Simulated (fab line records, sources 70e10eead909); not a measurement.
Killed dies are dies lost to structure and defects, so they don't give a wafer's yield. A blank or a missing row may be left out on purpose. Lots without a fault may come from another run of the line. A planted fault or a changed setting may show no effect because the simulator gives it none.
fab line records | flow nand_harc
record lots=24 wafers=72 last_day=34
route steps=1302 shown P_M2@331 P_BONDPAD@351
lots that met no fault: from a run of the same line without faults
start_h: hours from the record's first day to the start of the lot's first wafer shown | wait_h: hours since the lot's step before | " the same as in the row above | L1.1+2: a row that stands for several wafers | - no value, or no start given | * or withheld: withheld | < > ~ a bound
route shown NAME@n: a module of which the file shows steps, and the number in the route of the first | usual: mean/standard deviation of fault-free wafers | same: alike in all rows | chamber/n: place in a boat | sites: the reading at each site | _std_site: their standard deviation | _edge_site: outer sites' mean less inner sites' | radius_mm: how far each site lies from the wafer's centre | mask NAME#n: copy n | behind: the tool/chamber that last shaped the wafer | hold: why the lot was held/for how many hours/how that ended | device: the transistor (n, p or np) that didn't switch | end of line: the same wafers' tests at the end of the route | a step without rows: its recipe alone | killed: dies lost to structure and defects at the first sort, not the wafer's yield | map: a wafer's dies, x killed, . not, _ none there
set.NAME: the setting as run; set.NAME@STEP: as run at that earlier step | model.NAME: the simulator's own value behind a step, which no gauge read
steps of the route over a sample of lots; a table a step, a row a wafer
services: from which hour (start_h, from the record's first day; less than 0 if before it) a tool's chamber was out of use, for how many hours, and why
## steps
# step NHARC_P_M2_DESCUM_14
# recipe time_s=3 o2_flow_sccm=200 ar_flow_sccm=0 bias_power_w=0 chemistry=O2
# usual chamber_pressure_mTorr=60.02/0.24 drypump_motor_current_A=5.6/0.49 mfc_ar_sccm=0.007/0.0091 oes_product_au=0.999/0.0095 rf_vpp_V=57.9/0.9 showerhead_plenum_p_Torr=1.93/0.088 throttle_valve_pct=11.310/0.0095
# columns lot.wafer tool chamber start_h wait_h chamber_pressure_mTorr drypump_motor_current_A mfc_ar_sccm oes_product_au rf_hours_counter_h rf_vpp_V showerhead_plenum_p_Torr throttle_valve_pct
L074.4 rie_diel-12 3 129.88 0.1 60.04 6.1 0 0.990 1.0 59.1 2.05 11.300
L074.2 " 1 " " 60.10 5.4 0 1.000 0.9 58.7 1.94 11.303
L074.5 " 0 " " 60.06 4.8 0 1.000 - 58.4 1.80 11.305
L075.2 rie_diel-12 2 142.49 0.1 59.96 5.9 0.019 1.000 2.1 58.6 1.98 11.326
L075.4 " 1 " " 59.96 5.4 0 1.006 2.0 59.4 1.94 11.314
L075.5 " 2 " " 60.12 5.8 0.019 1.006 - 58.2 1.98 11.308
L076.2 rie_diel-12 0 150.70 0.1 60.09 4.8 0 1.022 2.7 57.2 1.80 11.314
L076.1 " 2 " " 59.99 5.9 0.019 0.998 2.7 57.4 1.98 11.323
L076.6 " 0 " " 59.96 4.8 0 0.997 - 55.7 1.80 11.314
L077.4 rie_diel-12 0 162.52 0.1 60.00 4.8 0 1.004 2.9 57.6 1.80 11.314
L077.1 " 1 " " 60.14 5.4 0 1.003 3.0 57.1 1.94 11.316
L077.6 " 3 " " 59.92 6.1 0 0.985 - 58.2 2.05 11.325
L078.1 rie_diel-01 0 163.35 0.1 59.99 5.2 0.013 1.010 8.8 58.6 1.87 11.293
L078.3 " 2 " " 60.00 6.0 0.024 0.999 10.2 58.4 2.01 11.314
L078.5 " 0 " " 59.98 5.2 0.013 1.015 - 57.0 1.87 11.306
L079.4 rie_diel-01 2 178.28 0.1 60.09 6.0 0.024 0.989 10.7 58.1 2.01 11.304
L079.6 " 2 " " 60.01 6.0 0.024 0.991 - 58.5 2.01 11.308
L079.5 " 3 " " 60.05 6.3 0 0.994 - 58.7 1.97 11.329
L080.2 rie_diel-01 3 193.00 0.1 59.99 6.3 0 0.998 10.7 58.5 1.97 11.314
L080.4 " 0 " " 59.89 5.2 0.013 0.996 10.9 57.4 1.87 11.323
L080.5 " 1 " " 60.00 5.3 0 1.018 - 57.1 1.84 11.318
L081.4 rie_diel-12 2 199.14 0.1 60.05 5.9 0.019 1.005 4.3 59.1 1.98 11.308
L081.2 " 3 " " 60.06 6.1 0 0.990 4.2 58.1 2.05 11.300
L081.5 " 0 " " 60.07 4.8 0 1.002 - 57.2 1.80 11.328
L082.3 rie_diel-12 3 211.85 0.1 59.93 6.0 0 0.994 4.6 59.0 2.05 11.308
L082.1 " 0 " " 60.05 4.8 0 1.002 4.9 58.3 1.80 11.324
L082.4 " 1 " " 60.03 5.4 0 1.004 4.8 57.8 1.94 11.301
L083.2 rie_diel-01 2 224.47 0.1 59.94 6.0 0.024 0.992 0.6 58.6 2.01 11.309
L083.3 " 3 " " 60.06 6.3 0 0.988 0.6 58.1 1.97 11.312
L083.4 " 0 " " 59.99 5.2 0.013 0.999 0.8 56.6 1.87 11.286
L084.3 rie_diel-12 3 232.86 0.1 59.99 6.1 0 1.001 6.8 58.3 2.04 11.320
L084.4 " 0 " " 60.02 4.8 0 1.017 6.8 57.9 1.79 11.292
L084.5 " 3 " " 59.90 6.1 0 1.004 - 57.8 2.04 11.291
L085.1 rie_diel-12 2 237.50 0.1 59.99 5.8 0.019 1.006 6.8 59.1 1.98 11.287
L085.2 " 3 " " 60.07 6.1 0 0.991 6.9 57.2 2.04 11.307
L085.6 " 1 " " 60.01 5.4 0 1.005 - 57.6 1.94 11.311
L086.3 rie_diel-01 0 251.68 0.1 59.93 5.2 0.013 1.014 2.8 58.3 1.87 11.306
L086.6 " 2 " " 59.98 6.0 0.024 0.989 - 59.6 2.01 11.314
L086.5 " 0 " " 60.05 5.2 0.013 1.006 - 57.2 1.87 11.309
L087.4 rie_diel-12 2 255.35 0.1 60.12 5.9 0.019 1.002 7.4 58.2 1.98 11.310
L087.2 " 3 " " 60.03 6.1 0 1.010 7.6 58.6 2.04 11.306
L087.6 " 3 " " 60.07 6.1 0 0.998 - 56.9 2.04 11.298
L088.2 rie_diel-01 3 270.69 0.1 59.99 6.3 0 0.998 2.4 58.1 1.97 11.301
L088.3 " 0 " " 59.97 5.2 0.013 1.001 3.1 57.4 1.87 11.300
L088.4 " 3 " " 60.01 6.2 0 0.989 - 58.0 1.97 11.298
L089.4 rie_diel-12 1 277.62 0.1 59.98 5.4 0 0.999 0 56.5 1.94 11.317
L089.3 " 2 " " 59.96 5.8 0.019 1.001 0 56.7 1.98 11.314
L089.6 " 0 " " 59.98 4.8 0 1.011 - 57.6 1.79 11.297
L090.4 rie_diel-01 2 292.56 0.1 60.10 6.0 0.024 0.992 4.7 59.6 2.01 11.294
L090.5 " 0 " " 60.05 5.2 0.013 0.997 - 57.9 1.87 11.303
L090.6 " 1 " " 59.97 5.3 0 0.994 - 57.3 1.84 11.316
L091.1 rie_diel-12 2 303.97 0.1 60.03 5.8 0.019 0.985 0.8 57.9 1.98 11.326
L091.3 " 1 " " 60.10 5.4 0 0.999 0.9 58.9 1.94 11.305
L091.5 " 3 " " 59.96 6.1 0 0.975 - 57.5 2.04 11.316
L092.1 rie_diel-01 2 304.52 0.1 59.98 6.0 0.024 0.993 5.1 57.7 2.01 11.324
L092.4 " 0 " " 60.04 5.2 0.013 1.001 5.8 58.4 1.87 11.319
L092.5 " 3 " " 60.06 6.3 0 0.992 - 58.1 1.97 11.315
L093.4 rie_diel-12 2 318.82 0.1 60.00 5.8 0.019 1.005 1.7 58.3 1.98 11.308
L093.2 " 3 " " 60.06 6.1 0 0.986 1.7 57.8 2.04 11.318
L093.5 " 0 " " 59.95 4.8 0 1.004 - 58.2 1.79 11.304
L094.2 rie_diel-09 0 335.10 0.1 59.95 5.6 0 0.980 2.2 57.4 2.05 11.308
L094.5 " 2 " " 60.04 6.4 0.014 0.983 - 57.2 1.81 11.317
L094.4 " 1 " " 59.97 6.0 0.014 1.001 - 58.4 1.90 11.326
L095.4 rie_diel-12 3 337.97 0.1 59.98 6.1 0 0.986 3.3 58.0 2.04 11.324
L095.6 " 3 " " 59.97 6.1 0 0.990 - 57.4 2.04 11.302
L095.5 " 0 " " 59.96 4.8 0 1.015 - 56.9 1.79 11.311
L096.2 rie_diel-12 0 349.16 0.1 59.95 4.8 0 1.013 3.4 55.8 1.79 11.314
L096.4 " 1 " " 59.89 5.4 0 0.992 3.2 57.4 1.94 11.302
L096.5 " 0 " " 59.96 4.8 0 1.022 - 56.6 1.79 11.302
L097.1 rie_diel-09 3 361.28 0.1 59.95 5.5 0 0.989 0.9 57.5 1.93 11.300
L097.2 " 0 " " 60.01 5.6 0 0.985 3.3 58.5 2.05 11.325
L097.5 " 1 " " 59.87 6.0 0.014 1.010 - 56.9 1.90 11.305
# step NHARC_P_M2_THK_MEAS_24
# recipe thk_meas_gauge=xrf
# usual thk_nm=144.0/1.6
# columns lot.wafer tool chamber start_h wait_h thk_nm
L074.2 film_metro-01 - 132.31 - 144.6
L074.4 " - " " 144.4
L074.5 " - " " 147.3
L075.2 film_metro-01 - 144.98 - 142.8
L075.4 " - " " 145.4
L075.5 " - " " 145.1
L076.1 film_metro-01 - 153.13 - 141.7
L076.2 " - " " 142.9
L076.6 " - " " 143.9
L077.1 film_metro-02 - 165.17 - 140.9
L077.4 " - " " 144.0
L077.6 " - " " 146.2
L078.1 film_metro-02 - 165.77 - 142.0
L078.3 " - " " 143.6
L078.5 " - " " 142.0
L079.4 film_metro-02 - 180.79 - 143.8
L079.5 " - " " 144.9
L079.6 " - " " 145.4
L080.2 film_metro-02 - 195.40 - 140.6
L080.4 " - " " 145.2
L080.5 " - " " 144.1
L081.2 film_metro-01 - 201.56 - 141.2
L081.4 " - " " 144.0
L081.5 " - " " 144.2
L082.1 film_metro-02 - 214.26 - 141.9
L082.3 " - " " 144.1
L082.4 " - " " 143.5
L083.2 film_metro-02 - 227.04 - 144.0
L083.3 " - " " 145.7
L083.4 " - " " 144.5
L084.3 film_metro-02 - 235.31 - 145.4
L084.4 " - " " 145.6
L084.5 " - " " 144.2
L085.1 film_metro-02 - 239.92 - 144.2
L085.2 " - " " 143.5
L085.6 " - " " 141.5
L086.3 film_metro-02 - 254.11 - 145.2
L086.5 " - " " 143.6
L086.6 " - " " 144.8
L087.2 film_metro-02 - 258.07 - 143.8
L087.4 " - " " 144.6
L087.6 " - " " 145.6
L088.2 film_metro-02 - 273.21 - 143.9
L088.3 " - " " 144.3
L088.4 " - " " 145.4
L089.3 film_metro-02 - 280.01 - 144.4
L089.4 " - " " 142.7
L089.6 " - " " 143.0
L090.4 film_metro-02 - 294.97 - 145.7
L090.5 " - " " 148.3
L090.6 " - " " 144.3
L091.1 film_metro-02 - 306.39 - 145.1
L091.3 " - " " 144.4
L091.5 " - " " 145.5
L092.1 film_metro-01 - 306.94 - 143.8
L092.4 " - " " 145.2
L092.5 " - " " 142.9
L093.2 film_metro-02 - 321.21 - 144.5
L093.4 " - " " 145.9
L093.5 " - " " 143.9
L094.2 film_metro-01 - 338.67 - 143.7
L094.4 " - " " 143.9
L094.5 " - " " 141.2
L095.4 film_metro-02 - 340.40 - 142.8
L095.5 " - " " 142.4
L095.6 " - " " 144.7
L096.2 film_metro-02 - 351.88 - 144.4
L096.4 " - " " 145.9
L096.5 " - " " 141.3
L097.1 film_metro-01 - 363.69 - 142.7
L097.2 " - " " 146.0
L097.5 " - " " 145.4
# step NHARC_P_M2_INSPECT_27
# usual raw_defect_count=314/100
# columns lot.wafer tool chamber start_h wait_h raw_defect_count
L074.2 defect_inspect-02 - 132.46 0.0 234
L074.4 " - " " 327
L074.5 " - " " 375
L075.2 defect_inspect-02 - 145.13 0.0 364
L075.4 " - " " 235
L075.5 " - " " 388
L076.1 defect_inspect-01 - 153.29 0.0 335
L076.2 " - " " 329
L076.6 " - " " 235
L077.1 defect_inspect-02 - 165.32 0.0 357
L077.4 " - " " 252
L077.6 " - " " 435
L078.1 defect_inspect-01 - 165.93 0.0 167
L078.3 " - " " 168
L078.5 " - " " 206
L079.4 defect_inspect-02 - 180.94 0.0 443
L079.5 " - " " 202
L079.6 " - " " 275
L080.2 defect_inspect-02 - 195.55 0.0 203
L080.4 " - " " 235
L080.5 " - " " 160
L081.2 defect_inspect-02 - 201.71 0.0 285
L081.4 " - " " 254
L081.5 " - " " 141
L082.1 defect_inspect-01 - 214.42 0.0 247
L082.3 " - " " 243
L082.4 " - " " 187
L083.2 defect_inspect-01 - 227.20 0.0 495
L083.3 " - " " 502
L083.4 " - " " 406
L084.3 defect_inspect-01 - 235.47 0.0 174
L084.4 " - " " 269
L084.5 " - " " 135
L085.1 defect_inspect-02 - 240.08 0.0 447
L085.2 " - " " 446
L085.6 " - " " 271
L086.3 defect_inspect-01 - 254.27 0.0 328
L086.5 " - " " 139
L086.6 " - " " 151
L087.2 defect_inspect-01 - 258.23 0.0 441
L087.4 " - " " 610
L087.6 " - " " 403
L088.2 defect_inspect-02 - 273.37 0.0 292
L088.3 " - " " 319
L088.4 " - " " 322
L089.3 defect_inspect-01 - 280.17 0.0 278
L089.4 " - " " 147
L089.6 " - " " 318
L090.4 defect_inspect-01 - 295.13 0.0 288
L090.5 " - " " 537
L090.6 " - " " 274
L091.1 defect_inspect-01 - 306.54 0.0 280
L091.3 " - " " 377
L091.5 " - " " 353
L092.1 defect_inspect-01 - 307.10 0.0 176
L092.4 " - " " 239
L092.5 " - " " 134
L093.2 defect_inspect-01 - 321.37 0.0 352
L093.4 " - " " 228
L093.5 " - " " 307
L094.2 defect_inspect-01 - 338.83 0.0 242
L094.4 " - " " 382
L094.5 " - " " 314
L095.4 defect_inspect-02 - 340.56 0.0 335
L095.5 " - " " 437
L095.6 " - " " 255
L096.2 defect_inspect-01 - 352.03 0.0 304
L096.4 " - " " 163
L096.5 " - " " 326
L097.1 defect_inspect-02 - 363.86 0.0 361
L097.2 " - " " 327
L097.5 " - " " 468
# step NHARC_P_BONDPAD_DEP_00
# recipe target_thk_a=2500 temp_c=370 target_thk_nm=250 pressure_torr=3 flow_sccm=200 rf_w=450 material=SiCN
# usual heater_power_w=558/70 susceptor_temp_C=370.02/0.19
# columns lot.wafer tool chamber start_h wait_h heater_power_w susceptor_temp_C
L074.2 pecvd-04 0 - - 645 370.29
L074.5 " 0 " " 655 370.07
L074.4 " 2 " " 624 369.93
L075.2 pecvd-02 0 - - 571 370.22
L075.5 " 2 " " 501 369.88
L075.4 " 0 " " 462 370.33
L076.2 pecvd-03 2 153.89 - 668 369.88
L076.1 " 0 " " 514 370.18
L076.6 " 1 " " 513 370.14
L077.1 pecvd-03 2 - - 629 370.19
L077.4 " 0 " " 547 369.84
L077.6 " 1 " " 407 369.80
L078.1 pecvd-04 1 166.49 - 509 370.10
L078.3 " 0 " " 687 369.73
L078.5 " 2 " " 602 370.23
L079.4 pecvd-02 1 181.64 - 648 370.15
L079.5 " 2 " " 539 370.08
L079.6 " 0 " " 573 370.48
L080.2 pecvd-02 2 196.21 - 569 369.98
L080.4 " 0 " " 502 369.93
L080.5 " 2 " " 453 370.08
L081.2 pecvd-03 0 202.32 - 522 369.97
L081.4 " 0 " " 536 369.82
L081.5 " 1 " " 439 369.56
L082.1 pecvd-04 1 215.05 - 459 369.99
L082.3 " 2 " " 627 369.83
L082.4 " 1 " " 475 370.22
L083.3 pecvd-03 2 227.91 0.3 611 370.10
L083.2 " 1 " " 419 369.79
L083.4 " 1 " " 432 369.98
L084.3 pecvd-04 1 236.02 - 491 370.01
L084.5 " 1 " " 493 369.96
L084.4 " 0 " " 626 369.94
L085.2 pecvd-02 0 240.64 - 611 370.16
L085.1 " 1 " " 552 370.23
L085.6 " 2 " " 523 370.14
L086.3 pecvd-04 0 254.87 - 621 370.04
L086.6 " 2 " " 628 369.68
L086.5 " 1 " " 477 370.06
L087.2 pecvd-04 2 258.79 - 571 370.20
L087.4 " 2 " " 600 370.15
L087.6 " 0 " " 697 370.39
L088.2 pecvd-03 2 273.97 - 700 369.60
L088.3 " 0 " " 488 370.12
L088.4 " 0 " " 512 369.82
L089.3 pecvd-02 1 280.73 - 589 369.73
L089.4 " 2 " " 580 370.35
L089.6 " 0 " " 555 369.84
L090.6 pecvd-02 0 295.96 - 495 369.91
L090.4 " 1 " " 479 369.94
L090.5 " 2 " " 577 369.91
L091.1 pecvd-04 1 307.08 - 414 369.87
L091.3 " 2 " " 556 369.78
L091.5 " 1 " " 433 369.74
L092.1 pecvd-02 0 307.87 0.5 558 369.85
L092.4 " 2 " " 549 369.98
L092.5 " 2 " " 569 369.99
L093.2 pecvd-02 2 322.00 - 557 370.04
L093.5 " 2 " " 550 369.91
L093.4 " 0 " " 549 369.98
L094.2 pecvd-04 2 339.45 - 593 370.10
L094.4 " 1 " " 437 370.14
L094.5 " 0 " " 673 370.10
L095.5 pecvd-03 0 341.25 - 567 370.27
L095.4 " 1 " " 458 370.08
L095.6 " 2 " " 659 370.39
L096.2 pecvd-02 2 352.68 - 577 369.89
L096.5 " 0 " " 536 369.99
L096.4 " 1 " " 602 370.02
L097.1 pecvd-02 1 364.42 - 543 369.93
L097.2 " 0 " " 598 370.23
L097.5 " 1 " " 549 369.93
# step NHARC_P_BONDPAD_THK_MEAS_33
# recipe thk_meas_gauge=ellipsometry
# usual thk_nm=199.8/1.5
# columns lot.wafer tool chamber start_h wait_h thk_nm
L074.2 film_metro-02 - 133.66 0.2 198.7
L074.4 " - " " 201.3
L074.5 " - " " 200.0
L075.2 film_metro-02 - 146.33 0.2 199.0
L075.4 " - " " 201.5
L075.5 " - " " 201.9
L076.1 film_metro-01 - 154.50 0.2 199.3
L076.2 " - " " 199.8
L076.6 " - " " 200.0
L077.1 film_metro-02 - 166.52 0.2 198.7
L077.4 " - " " 202.3
L077.6 " - " " 197.9
L078.1 film_metro-02 - 167.14 0.2 199.8
L078.3 " - " " 200.7
L078.5 " - " " 200.2
L079.4 film_metro-01 - 182.17 0.2 201.4
L079.5 " - " " 199.1
L079.6 " - " " 201.7
L080.2 film_metro-01 - 196.77 0.2 199.1
L080.4 " - " " 199.4
L080.5 " - " " 199.8
L081.2 film_metro-02 - 202.93 0.2 199.1
L081.4 " - " " 198.9
L081.5 " - " " 197.8
L082.1 film_metro-02 - 215.78 0.2 198.1
L082.3 " - " " 198.1
L082.4 " - " " 199.5
L083.2 film_metro-02 - 228.57 0.2 200.5
L083.3 " - " " 198.3
L083.4 " - " " 200.3
L084.3 film_metro-02 - 236.69 0.2 200.9
L084.4 " - " " 201.3
L084.5 " - " " 200.9
L085.1 film_metro-02 - 241.29 0.2 196.7
L085.2 " - " " 201.2
L085.6 " - " " 200.9
L086.3 film_metro-02 - 255.49 0.2 201.9
L086.5 " - " " 201.1
L086.6 " - " " 198.8
L087.2 film_metro-02 - 259.45 0.2 201.2
L087.4 " - " " 201.1
L087.6 " - " " 201.5
L088.2 film_metro-02 - 274.59 0.2 197.8
L088.3 " - " " 197.9
L088.4 " - " " 197.2
L089.3 film_metro-01 - 281.39 0.2 201.9
L089.4 " - " " 201.1
L089.6 " - " " 197.2
L090.4 film_metro-01 - 296.48 0.2 197.7
L090.5 " - " " 197.2
L090.6 " - " " 200.6
L091.1 film_metro-01 - 307.73 0.2 201.2
L091.3 " - " " 199.5
L091.5 " - " " 201.9
L092.1 film_metro-02 - 308.60 0.2 200.3
L092.4 " - " " 199.8
L092.5 " - " " 201.7
L093.2 film_metro-01 - 322.61 0.2 197.6
L093.4 " - " " 197.6
L093.5 " - " " 196.7
L094.2 film_metro-01 - 340.06 0.2 202.6
L094.4 " - " " 199.0
L094.5 " - " " 197.6
L095.4 film_metro-01 - 341.78 0.2 198.5
L095.5 " - " " 200.8
L095.6 " - " " 200.3
L096.2 film_metro-01 - 353.25 0.2 200.9
L096.4 " - " " 198.8
L096.5 " - " " 199.6
L097.1 film_metro-01 - 365.08 0.2 199.4
L097.2 " - " " 202.2
L097.5 " - " " 199.5
# step NHARC_P_BONDPAD_ETCH_12
# recipe target_depth_a=2000 time_s=100 chf3_flow_sccm=50 o2_flow_sccm=10 ar_flow_sccm=200 rf_w=500 bias_w=200 chemistry=CHF3/O2
# usual chamber_pressure_mTorr=25.001/0.025 drypump_motor_current_A=5.6/0.45 mfc_ar_sccm=200.1/0.6 oes_product_au=0.942/0.023 rf_vpp_V=370.3/2.2 showerhead_plenum_p_Torr=2.39/0.094 throttle_valve_pct=20.574/0.0086
# columns lot.wafer tool chamber start_h wait_h chamber_pressure_mTorr drypump_motor_current_A mfc_ar_sccm oes_product_au rf_hours_counter_h rf_vpp_V showerhead_plenum_p_Torr throttle_valve_pct
L074.4 rie_diel-10 0 - - 25.015 6.0 200.1 0.923 4.6 374.3 2.54 20.581
L074.2 " 3 " " 25.033 5.6 200.2 0.925 4.7 370.2 2.28 20.570
L074.5 " 1 " " 24.997 5.5 200.2 0.931 - 373.2 2.52 20.574
L075.2 rie_diel-11 2 - - 25.049 5.0 199.7 0.929 1.1 371.5 2.39 20.558
L075.4 " 0 " " 25.037 5.5 199.7 0.941 0.9 367.9 2.32 20.571
L075.5 " 3 " " 25.033 6.0 200.1 0.925 - 368.3 2.32 20.586
L076.2 rie_diel-06 0 - - 25.018 4.7 199.8 0.917 0.5 370.1 2.33 20.585
L076.1 " 1 " " 24.986 5.8 200.1 0.920 0.7 368.8 2.30 20.563
L076.6 " 3 " " 25.027 6.2 200.4 0.916 - 369.8 2.37 20.581
L077.1 rie_diel-10 0 - - 25.015 6.0 201.0 0.929 6.9 373.0 2.54 20.576
L077.4 " 1 " " 25.023 5.5 200.4 0.930 6.7 371.8 2.52 20.567
L077.6 " 0 " " 24.950 6.0 200.0 0.931 - 373.4 2.54 20.566
L078.1 rie_diel-11 0 - - 24.985 5.4 200.6 0.939 1.9 368.9 2.32 20.573
L078.3 " 1 " " 25.003 6.4 199.8 0.930 2.1 373.8 2.54 20.585
L078.5 " 0 " " 25.022 5.4 200.6 0.941 - 368.9 2.32 20.584
L079.4 rie_diel-06 0 - - 24.986 4.7 199.8 0.940 2.9 369.4 2.33 20.564
L079.5 " 1 " " 25.024 5.8 200.1 0.962 - 367.8 2.30 20.574
L079.6 " 2 " " 25.019 5.5 199.9 0.988 - 367.1 2.31 20.581
L080.4 rie_diel-10 1 - - 24.965 5.5 199.8 0.925 7.4 373.6 2.52 20.555
L080.2 " 3 " " 24.949 5.6 201.1 0.932 7.9 367.4 2.28 20.581
L080.5 " 1 " " 25.030 5.4 199.4 0.935 - 373.5 2.52 20.572
L081.2 rie_diel-11 1 - - 24.975 6.4 200.2 0.958 2.6 373.7 2.54 20.559
L081.4 " 3 " " 25.005 6.0 199.9 0.980 2.5 367.9 2.32 20.577
L081.5 " 0 " " 24.992 5.4 200.9 0.974 - 370.2 2.32 20.569
L082.3 rie_diel-06 1 - - 24.995 5.7 200.0 0.928 4.6 367.8 2.30 20.576
L082.4 " 3 " " 24.978 6.2 199.1 0.926 5.3 369.6 2.37 20.572
L082.1 " 0 " " 24.967 4.7 200.3 0.906 4.9 369.3 2.33 20.575
L083.4 rie_diel-11 0 - - 24.985 5.4 201.6 0.981 3.0 369.8 2.32 20.567
L083.2 " 1 " " 24.993 6.3 200.2 0.984 3.2 373.7 2.54 20.558
L083.3 " 3 " " 24.974 6.0 199.6 0.965 3.0 368.3 2.32 20.573
L084.4 rie_diel-10 0 - - 24.977 6.0 199.9 0.948 9.0 374.7 2.54 20.576
L084.3 " 1 " " 25.014 5.4 199.7 0.930 9.1 373.3 2.52 20.574
L084.5 " 0 " " 24.976 6.0 200.6 0.950 - 373.8 2.54 20.575
L085.1 rie_diel-11 0 - - 24.994 5.4 199.5 0.992 3.9 370.3 2.32 20.573
L085.2 " 2 " " 25.020 5.0 200.2 0.972 3.7 369.5 2.39 20.580
L085.6 " 1 " " 24.950 6.4 201.4 0.974 - 374.0 2.54 20.580
L086.3 rie_diel-06 0 - - 25.008 4.7 200.3 0.961 6.7 370.9 2.33 20.579
L086.5 " 1 " " 25.023 5.7 200.2 0.979 - 367.0 2.30 20.572
L086.6 " 2 " " 24.999 5.5 201.5 0.962 - 368.8 2.31 20.567
L087.2 rie_diel-06 1 - - 24.969 5.7 199.7 0.969 6.8 367.4 2.30 20.580
L087.4 " 3 " " 25.029 6.1 201.1 0.949 7.0 369.7 2.37 20.571
L087.6 " 2 " " 24.983 5.5 199.6 0.964 - 369.1 2.31 20.575
L088.2 rie_diel-06 0 - - 25.008 4.7 199.9 0.943 7.1 369.4 2.33 20.571
L088.3 " 2 " " 24.970 5.5 199.0 0.960 7.2 368.2 2.31 20.559
L088.4 " 2 " " 25.012 5.5 200.1 0.960 - 368.8 2.31 20.564
L089.3 rie_diel-06 2 - - 24.994 5.5 199.5 0.980 7.7 367.7 2.31 20.586
L089.4 " 3 " " 25.031 6.1 200.9 0.959 7.8 368.5 2.37 20.565
L089.6 " 0 " " 24.858 4.8 201.0 0.943 - 369.5 2.33 20.560
L090.4 rie_diel-11 1 - - 24.990 6.4 200.0 0.933 1.0 373.0 2.54 20.573
L090.6 " 1 " " 25.021 6.4 200.0 0.931 - 372.9 2.54 20.569
L090.5 " 2 " " 25.006 5.1 200.4 0.917 - 370.3 2.39 20.557
L091.1 rie_diel-10 1 - - 25.032 5.5 200.5 0.939 3.4 373.5 2.52 20.572
L091.3 " 3 " " 25.040 5.6 199.5 0.924 4.4 368.8 2.28 20.581
L091.5 " 1 " " 25.013 5.5 199.9 0.938 - 372.3 2.52 20.563
L092.1 rie_diel-10 0 - - 25.021 6.0 200.6 0.916 3.7 373.4 2.53 20.573
L092.4 " 2 " " 25.009 5.4 201.1 0.907 4.2 371.0 2.38 20.573
L092.5 " 3 " " 24.989 5.6 200.7 0.923 - 368.4 2.28 20.586
L093.2 rie_diel-11 1 - - 25.040 6.4 199.6 0.962 1.5 374.9 2.54 20.584
L093.4 " 2 " " 24.997 5.1 200.9 0.968 1.4 370.1 2.39 20.567
L093.5 " 0 " " 25.010 5.4 200.0 0.956 - 367.4 2.32 20.571
L094.4 rie_diel-11 0 - - 24.997 5.5 200.3 0.934 1.8 367.8 2.32 20.581
L094.2 " 1 " " 25.011 6.4 200.6 0.933 1.7 373.0 2.54 20.564
L094.5 " 3 " " 25.015 6.0 199.7 0.935 - 369.7 2.32 20.564
L095.4 rie_diel-06 1 - - 24.997 5.7 199.2 0.918 1.9 368.4 2.30 20.582
L095.5 " 1 " " 24.974 5.7 200.6 0.922 - 367.9 2.30 20.580
L095.6 " 2 " " 24.993 5.5 199.8 0.933 - 367.2 2.31 20.587
L096.4 rie_diel-10 1 - - 24.989 5.5 199.9 0.946 7.3 371.8 2.52 20.577
L096.2 " 2 " " 24.983 5.4 199.5 0.926 6.9 368.7 2.38 20.562
L096.5 " 1 " " 24.981 5.5 199.7 0.942 - 372.8 2.52 20.561
L097.1 rie_diel-11 2 - - 25.016 5.0 200.4 0.930 2.2 370.9 2.39 20.579
L097.2 " 3 " " 24.985 6.0 200.2 0.917 2.1 369.8 2.32 20.574
L097.5 " 2 " " 25.010 5.0 200.4 0.927 - 371.5 2.39 20.560
## services
# columns tool chamber start_h hours kind
rie_diel-10 2 115.16 7.7 repair
rie_diel-06 - 130.20 9.0 pm
rie_diel-09 - 143.10 9.0 pm
rie_diel-09 - 156.95 0.8 repair
rie_diel-01 3 181.54 1.6 repair
pecvd-03 - 185.00 13.0 pm
rie_diel-01 - 197.64 0.4 repair
rie_diel-01 - 203.84 9.0 pm
rie_diel-11 3 206.38 4.1 repair
pecvd-04 0 212.71 19.1 repair
rie_diel-12 0 220.88 4.6 repair
pecvd-02 - 227.13 13.0 pm
rie_diel-11 1 229.85 1.9 repair
rie_diel-01 1 241.90 36.7 repair
rie_diel-06 2 242.02 2.1 repair
rie_diel-11 2 255.20 2.8 repair
rie_diel-11 - 255.56 9.0 pm
rie_diel-12 - 268.40 9.0 pm
pecvd-04 - 269.16 13.0 pm
rie_diel-06 1 270.61 8.8 repair
rie_diel-11 1 301.62 5.6 repair
pecvd-02 1 306.16 5.6 repair
rie_diel-01 1 327.54 3.7 repair
pecvd-03 - 366.00 13.0 pm
## key
fault none
